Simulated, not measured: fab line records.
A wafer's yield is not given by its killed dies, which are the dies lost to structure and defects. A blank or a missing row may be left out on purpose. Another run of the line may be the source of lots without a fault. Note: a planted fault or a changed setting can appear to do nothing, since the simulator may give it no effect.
Chamber matching :: flow n5-finfet :: pecvd-01 running N5_GATE_CUT_PECVD_57: 3 sister chambers
The step deposits SiNx from SiH4/NH3/N2, target thk 21 nm. 6 wafers are shown with their chamber, then 10 later ones without.

== WAFERS, EACH WITH ITS CHAMBER ==
wafer: L077.2
chamber: 1
throttle-valve-pct (%): 40.8
showerhead-plenum-p-Torr (Torr): 5.13

wafer: L080.4
chamber: 1
throttle-valve-pct (%): 40.4
showerhead-plenum-p-Torr (Torr): 5.13

wafer: L084.3
chamber: 0
throttle-valve-pct (%): 41.2
showerhead-plenum-p-Torr (Torr): 5.27

wafer: L084.5
chamber: 0
throttle-valve-pct (%): 41.1
showerhead-plenum-p-Torr (Torr): 5.27

wafer: L085.2
chamber: 2
throttle-valve-pct (%): 35.6
showerhead-plenum-p-Torr (Torr): 5.04

wafer: L085.4
chamber: 2
throttle-valve-pct (%): 36.0
showerhead-plenum-p-Torr (Torr): 5.05

== WAFERS MISSING THEIR CHAMBER ==
wafer: L085.6
throttle-valve-pct (%): 40.4
showerhead-plenum-p-Torr (Torr): 5.14

wafer: L094.1
throttle-valve-pct (%): 41.0
showerhead-plenum-p-Torr (Torr): 5.27

wafer: L094.2
throttle-valve-pct (%): 36.0
showerhead-plenum-p-Torr (Torr): 5.04

wafer: L094.3
throttle-valve-pct (%): 40.4
showerhead-plenum-p-Torr (Torr): 5.14

wafer: L094.4
throttle-valve-pct (%): 40.4
showerhead-plenum-p-Torr (Torr): 5.14

wafer: L094.5
throttle-valve-pct (%): 36.1
showerhead-plenum-p-Torr (Torr): 5.03

wafer: L094.6
throttle-valve-pct (%): 41.3
showerhead-plenum-p-Torr (Torr): 5.27

wafer: L095.1
throttle-valve-pct (%): 40.4
showerhead-plenum-p-Torr (Torr): 5.14

wafer: L095.3
throttle-valve-pct (%): 41.3
showerhead-plenum-p-Torr (Torr): 5.26

wafer: L095.6
throttle-valve-pct (%): 41.1
showerhead-plenum-p-Torr (Torr): 5.27

== CHAMBER TAKEN BY EACH ==
wafer: L085.6
from the rows above: 1
in truth: 1

wafer: L094.1
from the rows above: 0
in truth: 0

wafer: L094.2
from the rows above: 2
in truth: 2

wafer: L094.3
from the rows above: 1
in truth: 1

wafer: L094.4
from the rows above: 1
in truth: 1

wafer: L094.5
from the rows above: 2
in truth: 2

wafer: L094.6
from the rows above: 0
in truth: 0

wafer: L095.1
from the rows above: 1
in truth: 1

wafer: L095.3
from the rows above: 0
in truth: 0

wafer: L095.6
from the rows above: 0
in truth: 0
Correctly placed: 10 of 10. Not placeable from these rows: 0. Number placed wrongly: 0.
How it was worked out, from the rows above alone: a wafer's distance from a chamber is the root of the sum, over the readings, of the square of ((its reading less the chamber's mean) divided by the reading's scatter). If the next closest chamber is less than 2 further off than the closest, the wafer can't be placed; otherwise it belongs to the closest. A chamber's mean is the mean of its shown wafers. The scatter: the root of (the sum of the squares of (reading less its chamber's mean) over the shown wafers, divided by (wafers less chambers)).
